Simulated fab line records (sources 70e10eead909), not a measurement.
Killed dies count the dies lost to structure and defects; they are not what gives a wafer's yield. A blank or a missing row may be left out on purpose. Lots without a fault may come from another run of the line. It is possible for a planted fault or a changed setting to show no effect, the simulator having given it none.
What tool caused it?	flow nand-harc	Sampling: 14 lots, 42 wafers, 5 of 1159 route steps

WHAT EACH GAUGE READ, for each wafer
NHARC_P_START_INSPECT_01.
lot	measured	on	raw-defect-count
L678	day 1 12:02	defect-inspect-02	4 3 3
L679	day 1 18:02	defect-inspect-01	5 4 2
L680	day 2 00:02	defect-inspect-02	3 4 1
L681	day 2 06:02	defect-inspect-01	4 3 1
L682	day 2 12:02	defect-inspect-02	4 4 7
L683	day 2 18:02	defect-inspect-02	5 3 2
L685	day 3 06:02	defect-inspect-01	1 3 5
L687	day 3 18:02	defect-inspect-02	5 7 0
L694	day 5 12:02	defect-inspect-02	2 5 2
L695	day 5 18:02	defect-inspect-02	2 4 5
L697	day 6 06:02	defect-inspect-01	5 0 5
L698	day 6 12:02	defect-inspect-01	3 3 5
L699	day 6 18:02	defect-inspect-02	5 2 2
L701	day 7 06:02	defect-inspect-02	4 4 4

NHARC_P_ZERO_WELL_CD_MEAS_24: the cd target is 720 nm.
lot	measured	on	cd-nm (nm)
L678	day 1 14:27	cd-sem-03	720.1 716.4 719.5
L679	day 1 20:43	cd-sem-01	718.1 717.3 719.9
L680	day 2 02:34	cd-sem-01	719.7 718.6 721.4
L681	day 2 08:35	cd-sem-03	718.3 722.2 717.5
L682	day 2 14:29	cd-sem-03	716.6 718.9 722.8
L683	day 2 20:36	cd-sem-01	722.5 717.3 720.0
L685	day 3 08:29	cd-sem-01	718.3 720.0 720.3
L687	day 3 20:28	cd-sem-03	719.3 718.9 721.4
L694	day 5 14:29	cd-sem-03	719.0 719.9 722.0
L695	day 5 20:47	cd-sem-03	722.4 721.1 719.1
L697	day 6 08:43	cd-sem-02	718.4 721.5 720.4
L698	day 6 14:28	cd-sem-01	716.4 718.8 717.5
L699	day 6 20:43	cd-sem-02	719.2 718.1 715.9
L701	day 7 08:28	cd-sem-02	718.5 718.9 723.8

NHARC_P_STI_CD_MEAS_09: the cd target is 200 nm.
lot	measured	on	cd-nm (nm)
L678	day 2 14:50	cd-sem-01	204.1 201.2 205.6
L679	day 2 14:40	cd-sem-02	200.5 198.3 199.0
L680	day 3 04:29	cd-sem-01	197.9 202.5 200.6
L681	day 3 04:40	cd-sem-01	201.2 202.3 198.9
L682	day 3 14:44	cd-sem-01	200.9 202.9 200.5
L683	day 3 14:34	cd-sem-01	200.9 202.9 202.8
L685	day 4 04:58	cd-sem-03	203.4 201.0 202.5
L687	day 4 16:47	cd-sem-01	200.0 203.2 202.4
L694	day 6 10:41	cd-sem-03	201.1 204.9 202.3
L695	day 6 18:08	cd-sem-01	202.3 200.8 201.0
L697	day 7 05:10	cd-sem-01	204.1 204.0 202.5
L698	day 7 10:44	cd-sem-02	201.1 198.1 199.4
L699	day 7 19:42	cd-sem-03	202.8 203.2 202.9
L701	day 8 07:37	cd-sem-01	199.7 200.7 202.6

NHARC_END_SORT_01.
lot	measured	on	killed-at-array	killed-at-other	killed-at-periphery	killed-dies	killed-open	killed-short
L687	day 20 22:08	prober-02	50 36 28	3 1 2	5 3 3	58 40 33	7 4 1	1 0 3

WHAT TOOL EACH LOT RAN ON (gives the tool, then ch and the chambers of the sampled wafers, and finally the start)
lot	NHARC_P_ZERO_WELL_ETCH_63
L678	rie-si-03 ch 0,1,2, day 1 13:40
L679	rie-si-04 ch 1,2,3, day 1 19:46
L680	rie-si-03 ch 1,2,3, day 2 01:46
L681	rie-si-02 ch 0,1, day 2 07:40
L682	rie-si-03 ch 0,2,3, day 2 13:34
L683	rie-si-02 ch 0,2,3, day 2 19:42
L685	rie-si-03 ch 0,1,2, day 3 07:34
L687	rie-si-03 ch 1,2,3, day 3 19:39
L694	rie-si-04 ch 1,2, day 5 13:33
L695	rie-si-04 ch 0,2,3, day 5 19:52
L697	rie-si-02 ch 0,1,3, day 6 07:47
L698	rie-si-03 ch 0,2,3, day 6 13:39
L699	rie-si-03 ch 0,1,3, day 6 19:47
L701	rie-si-03 ch 0,1,3, day 7 07:34
- NHARC_P_ZERO_WELL_ETCH_63: etches the open film in HBr/Cl2, target depth 120 nm, time 40.1 s.

AS READ BY THE TOOLS THEMSELVES (means over the sampled wafers that have a number; for cases with no such wafer, the mark the record gives instead)
NHARC_P_ZERO_WELL_ETCH_63.
lot	tool	drypump-motor-current-A (A)	oes-product-au (a.u.)	throttle-valve-pct (%)
L678	rie-si-03	5.7	0.992	26.400
L679	rie-si-04	5.6	1.016	26.402
L680	rie-si-03	5.8	0.991	26.404
L681	rie-si-02	5.6	0.995	26.402
L682	rie-si-03	5.8	0.995	26.403
L683	rie-si-02	5.5	0.999	26.397
L685	rie-si-03	5.7	0.999	26.406
L687	rie-si-03	5.8	0.995	26.402
L694	rie-si-04	5.5	0.841	26.408
L695	rie-si-04	5.6	0.929	26.399
L697	rie-si-02	5.6	0.997	26.403
L698	rie-si-03	5.8	0.999	26.414
L699	rie-si-03	6.0	0.992	26.407
L701	rie-si-03	6.0	0.999	26.397

THE ANSWER, worked out from the rows above alone
Rule: the lots themselves supply what counts as usual. The widest of any qualifying gaps counts: lots, ordered by their means at a reading, are off when they make up no more than a third of the lots, leave a main group of 4 or more, and stand apart from it by 3 or more times the standard deviation of that group's means. The tables above print the reading to a certain number of digits; a main group whose means all agree to those digits is not used. Also off: a lot with no number at a reading for which 4 or more lots have one. All remaining lots with rows at the step are treated as sound. First the gauges in route order, then the tools' own readings, where a lot's mean is used as printed above. The first step at which some lot is off is used, and at that step the reading that is off furthest; a lot without a number counts as furthest.
Off, at NHARC_P_ZERO_WELL_ETCH_63 on oes-product-au: L694, L695. Mean 0.997 a.u. and standard deviation 0.0063 in the main group.
A tool fits if, at that step or a process step before it, it ran every lot that is off, and no sound lot after the first of them. One fits: rie-si-04 at NHARC_P_ZERO_WELL_ETCH_63. Its last sound lot is L679 (day 1 19:46), its first lot that is off L694 (day 5 13:33): a fault that began between those two fits.
On the lots that are off, the tool's own readings at NHARC_P_ZERO_WELL_ETCH_63 differ by more than 5 times the standard deviation of the sound lots' means, which bears it out; oes-product-au reads 0.885 a.u. there versus 0.997 a.u. on the sound lots.

WHAT THE SIMULATOR HAD PUT IN
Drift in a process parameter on rie-si-04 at NHARC_P_ZERO_WELL_ETCH_63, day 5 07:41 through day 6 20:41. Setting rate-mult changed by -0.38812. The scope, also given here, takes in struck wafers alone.
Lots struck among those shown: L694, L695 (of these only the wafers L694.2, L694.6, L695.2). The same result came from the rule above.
